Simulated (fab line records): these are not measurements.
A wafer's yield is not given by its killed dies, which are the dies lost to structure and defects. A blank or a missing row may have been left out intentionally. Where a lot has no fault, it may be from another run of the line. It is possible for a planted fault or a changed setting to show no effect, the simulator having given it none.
Which tool did it? -- flow nand-harc -- 12 lots with 36 wafers sampled at 5 steps, on a route of 1302 steps

## WHAT THE GAUGES READ, wafer by wafer
NHARC_END_SORT_01. Usual: killed-at-array 57, standard deviation 24; killed-at-other 0.7, standard deviation 0.94; killed-at-periphery 3.8, standard deviation 2.5; killed-dies 62, standard deviation 23; killed-open 3.1, standard deviation 1.8; killed-short 2.5, standard deviation 1.6.
lot,measured,on,killed-at-array,killed-at-other,killed-at-periphery,killed-dies,killed-open,killed-short,flag
L846,day 28 17:23,prober-02,74 69 72,1 0 1,3 4 3,78 73 76,3 3 4,7 4 3,
L850,day 30 10:09,prober-01,27 31 23,1 0 2,6 5 4,34 36 29,4 3 9,2 1 0,
L854,day 31 13:16,prober-02,46 51 61,0 0 0,5 4 6,51 55 67,6 4 6,2 3 5,

## WHICH TOOL RAN EACH LOT (tool, then ch and the chambers of the sampled wafers, then the start)
lot,NHARC_A_STAIRCASE_ETCH_188,NHARC_A_STAIRCASE_ETCH_197,NHARC_A_STAIRCASE_ETCH_199,NHARC_A_STAIRCASE_ETCH_203
L840,"rie-diel-08 ch 0,1, day 16 21:08 or earlier","rie-diel-08 ch 1,2, day 16 21:08 or earlier","rie-diel-08 ch 1,3, day 16 21:08 or earlier","rie-diel-08 ch 0,3, day 16 21:08"
L838,"rie-diel-05 ch 0,2, day 16 21:40 or earlier","rie-diel-05 ch 0,2,3, day 16 21:40 or earlier","rie-diel-05 ch 1,3, day 16 21:40 or earlier","rie-diel-05 ch 0,1,3, day 16 21:40"
L839,"rie-diel-13 ch 1,2, day 17 04:28 or earlier","rie-diel-08 ch 1,3, day 17 04:28 or earlier","rie-diel-08 ch 1,2,3, day 17 04:28 or earlier","rie-diel-08 ch 0,1,2, day 17 04:28"
L841,"rie-diel-13 ch 1,2,3, day 17 17:01 or earlier","rie-diel-13 ch 1,2, day 17 17:01 or earlier","rie-diel-13 ch 1,2,3, day 17 17:01 or earlier","rie-diel-13 ch 0,2,3, day 17 17:01"
L842,"rie-diel-05 ch 0,2,3, day 18 17:06 or earlier","rie-diel-05 ch 0,1,2, day 18 17:06 or earlier","rie-diel-05 ch 0,1,3, day 18 17:06 or earlier","rie-diel-05 ch 0,1,2, day 18 17:06"
L845,"rie-diel-13 ch 0,1, day 19 17:15 or earlier","rie-diel-08 ch 0,2, day 19 17:15 or earlier","rie-diel-08 ch 0,2, day 19 17:15 or earlier","rie-diel-08 ch 0,2,3, day 19 17:15"
L846,"rie-diel-13 ch 1,2,3, day 20 05:08 or earlier","rie-diel-13 ch 1,2,3, day 20 05:08 or earlier","rie-diel-13 ch 1,2,3, day 20 05:08 or earlier","rie-diel-13 ch 1,2,3, day 20 05:08"
L847,"rie-diel-08 ch 0,2, day 20 10:10 or earlier","rie-diel-05 ch 0,3, day 20 10:10 or earlier","rie-diel-05 ch 0,2,3, day 20 10:10 or earlier","rie-diel-05 ch 0,1,2, day 20 10:10"
L848,"rie-diel-08 ch 0,1,2, day 20 20:02 or earlier","rie-diel-05 ch 1,3, day 20 20:02 or earlier","rie-diel-05 ch 1,2, day 20 20:02 or earlier","rie-diel-05 ch 0,1,2, day 20 20:02"
L849,"rie-diel-13 ch 1,2,3, day 21 00:13 or earlier","rie-diel-05 ch 0,1,3, day 21 00:13 or earlier","rie-diel-05 ch 1,3, day 21 00:13 or earlier","rie-diel-05 ch 1,2, day 21 00:13"
L850,"rie-diel-05 ch 0,2, day 22 00:13 or earlier","rie-diel-08 ch 0,1,2, day 22 00:13 or earlier","rie-diel-08 ch 1,2,3, day 22 00:13 or earlier","rie-diel-08 ch 1,2,3, day 22 00:13"
L854,"rie-diel-05 ch 1,2,3, day 23 05:43 or earlier","rie-diel-08 ch 0,1,3, day 23 05:43 or earlier","rie-diel-08 ch 0,2,3, day 23 05:43 or earlier","rie-diel-08 ch 0,1,3, day 23 05:43"
- NHARC_A_STAIRCASE_ETCH_188: etches the open film in C4F8/O2, target depth 100 nm, time 40.5 s.
- NHARC_A_STAIRCASE_ETCH_197: etches the open film in C4F8/O2, target depth 100 nm, time 40.5 s.
- NHARC_A_STAIRCASE_ETCH_199: etches the open film in C4F8/O2, target depth 100 nm, time 40.5 s.
- NHARC_A_STAIRCASE_ETCH_203: etches the open film in C4F8/O2, target depth 100 nm, time 40.5 s.

## WHAT THE TOOLS THEMSELVES READ (means of the sampled wafers that have a number; where no wafer has one, the mark that the record gives instead)
NHARC_A_STAIRCASE_ETCH_188. Usual: oes-product-au 0.940 a.u., standard deviation 0.014; rf-fwd-power-W 593.6 W, standard deviation 2.4; rf-vpp-V 894 V, standard deviation 4.8.
lot,tool,oes-product-au (a.u.),rf-fwd-power-W (W),rf-vpp-V (V),flag
L840,rie-diel-08,0.964,593.6,892,
L838,rie-diel-05,0.957,593.5,893,
L839,rie-diel-13,0.928,592.3,897,
L841,rie-diel-13,0.958,592.8,896,
L842,rie-diel-05,0.923,594.8,893,
L845,rie-diel-13,0.950,593.9,900,
L846,rie-diel-13,0.954,592.1,896,
L847,rie-diel-08,0.937,594.9,902,
L848,rie-diel-08,0.945,593.6,896,
L849,rie-diel-13,0.940,591.6,895,
L850,rie-diel-05,0.928,594.9,892,
L854,rie-diel-05,0.934,594.5,893,

NHARC_A_STAIRCASE_ETCH_197. Usual: oes-product-au 0.953 a.u., standard deviation 0.018; rf-fwd-power-W 593.4 W, standard deviation 2.2; rf-vpp-V 895 V, standard deviation 5.3.
lot,tool,oes-product-au (a.u.),rf-fwd-power-W (W),rf-vpp-V (V),flag
L840,rie-diel-08,0.944,593.8,901,
L838,rie-diel-05,0.955,592.7,893,
L839,rie-diel-08,0.966,593.9,892,
L841,rie-diel-13,0.944,595.0,897,
L842,rie-diel-05,0.929,593.5,893,
L845,rie-diel-08,0.962,592.0,903,
L846,rie-diel-13,0.942,594.5,895,
L847,rie-diel-05,0.928,595.5,894,
L848,rie-diel-05,0.964,596.0,893,
L849,rie-diel-05,0.968,592.8,894,
L850,rie-diel-08,0.975,592.5,896,
L854,rie-diel-08,0.948,591.0,894,

NHARC_A_STAIRCASE_ETCH_199. Usual: oes-product-au 0.950 a.u., standard deviation 0.013; rf-fwd-power-W 593.3 W, standard deviation 2.2; rf-vpp-V 895 V, standard deviation 5.3.
lot,tool,oes-product-au (a.u.),rf-fwd-power-W (W),rf-vpp-V (V),flag
L840,rie-diel-08,0.944,591.0,895,
L838,rie-diel-05,0.947,595.0,894,
L839,rie-diel-08,0.957,593.1,897,
L841,rie-diel-13,0.952,593.2,896,
L842,rie-diel-05,0.941,594.9,893,
L845,rie-diel-08,0.950,590.8,900,
L846,rie-diel-13,0.943,591.7,896,
L847,rie-diel-05,0.940,595.8,893,
L848,rie-diel-05,0.962,594.2,891,
L849,rie-diel-05,0.959,594.0,894,
L850,rie-diel-08,0.944,594.2,897,
L854,rie-diel-08,0.945,591.8,900,

NHARC_A_STAIRCASE_ETCH_203. Usual: oes-product-au 0.947 a.u., standard deviation 0.016; rf-fwd-power-W 593.1 W, standard deviation 2.4; rf-vpp-V 895 V, standard deviation 5.
lot,tool,oes-product-au (a.u.),rf-fwd-power-W (W),rf-vpp-V (V),flag
L840,rie-diel-08,0.954,590.1,899,
L838,rie-diel-05,0.953,593.1,894,
L839,rie-diel-08,0.952,593.1,897,
L841,rie-diel-13,0.918,594.4,893,
L842,rie-diel-05,0.953,591.8,893,
L845,rie-diel-08,0.944,592.2,900,
L846,rie-diel-13,0.934,594.3,896,
L847,rie-diel-05,0.935,593.6,893,
L848,rie-diel-05,0.944,593.6,891,
L849,rie-diel-05,0.951,592.9,891,
L850,rie-diel-08,0.953,593.3,897,
L854,rie-diel-08,0.915,561.2,893,OFF

## THE ANSWER, worked out from the rows above alone
Rule: a lot is off if the mean of its wafers that have a number lies more than 3 standard deviations from the usual mean. A lot without any number at a reading at which 4 lots or more have one is off too. All remaining lots with rows at the step are treated as sound. First the gauges in route order, then the tools' own readings, where a lot's mean is used as printed above. At the first step where some lot is off, the reading lying furthest off is the one used; lots without a number count as furthest.
Off: L854, at NHARC_A_STAIRCASE_ETCH_203 (rf-fwd-power-W).
A tool fits if, at that step or a process step before it, it ran every lot that is off, and no sound lot after the first of them. With no start given for some of its lots, NHARC_A_STAIRCASE_ETCH_188 uses the hours and lot order of NHARC_A_STAIRCASE_ETCH_203. With no start given for some of its lots, NHARC_A_STAIRCASE_ETCH_197 uses the hours and lot order of NHARC_A_STAIRCASE_ETCH_203. With no start given for some of its lots, NHARC_A_STAIRCASE_ETCH_199 uses the hours and lot order of NHARC_A_STAIRCASE_ETCH_203. 2 tools fit, rie-diel-05 at NHARC_A_STAIRCASE_ETCH_188 and rie-diel-08 at NHARC_A_STAIRCASE_ETCH_197 and NHARC_A_STAIRCASE_ETCH_199 and NHARC_A_STAIRCASE_ETCH_203, so this cannot tell which one it is.

## WHAT WAS PUT IN BY THE SIMULATOR
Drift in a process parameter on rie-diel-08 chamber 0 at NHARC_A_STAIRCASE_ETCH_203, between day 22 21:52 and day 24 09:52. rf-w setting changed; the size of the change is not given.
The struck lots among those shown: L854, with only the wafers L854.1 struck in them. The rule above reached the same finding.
